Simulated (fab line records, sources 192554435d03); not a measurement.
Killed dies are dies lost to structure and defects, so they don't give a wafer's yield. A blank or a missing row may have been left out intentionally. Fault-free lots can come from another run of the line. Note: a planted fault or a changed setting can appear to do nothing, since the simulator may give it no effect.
Matching of chambers -- flow n5Finfet -- rieSi-01 running N5_SD_EPI_P_SD_RECESS_17: 4 sister chambers
The step chemistry HBr/Cl2/O2, target depth 39.1 nm, bt time 3 s. 8 wafers are shown with their chamber, then 11 later ones without.

== EACH WAFER AND ITS CHAMBER ==
wafer,chamber,throttleValvePct (%),drypumpMotorCurrentA (A)
L076.2,3,37.31,5.7
L079.1,1,36.74,6.1
L079.5,1,36.73,6.0
L080.4,0,36.80,5.8
L082.1,2,36.96,5.7
L082.4,2,36.95,5.7
L082.5,3,37.33,5.7
L086.2,0,36.80,5.8

== WAFERS MISSING THEIR CHAMBER ==
wafer,throttleValvePct (%),drypumpMotorCurrentA (A)
L086.3,36.80,5.8
L086.6,37.31,5.7
L087.3,36.80,5.8
L087.4,36.95,5.7
L087.5,36.80,5.8
L088.1,37.31,5.7
L088.2,36.81,5.8
L088.3,36.95,5.7
L097.2,37.30,5.7
L097.3,36.81,5.8
L097.6,36.97,5.7

== EACH ONE'S CHAMBER ==
wafer,from the rows above,in truth
L086.3,0,0
L086.6,3,3
L087.3,0,0
L087.4,2,2
L087.5,0,0
L088.1,3,3
L088.2,0,0
L088.3,2,2
L097.2,3,3
L097.3,0,0
L097.6,2,2
Placed correctly: 11 of 11. From these rows, 0 cannot be placed. Number placed wrongly: 0.
How it was worked out, from the rows above alone: a wafer's distance from a chamber is the root of the sum, over the readings, of the square of ((its reading less the chamber's mean) divided by the reading's scatter). The wafer belongs to the nearest chamber; if the next one is less than 2 further off, it can't be placed. A chamber's mean is the mean of its shown wafers. The scatter is the square root of a quotient: the sum, over the shown wafers, of each reading's squared deviation from its chamber's mean, divided by wafers minus chambers.
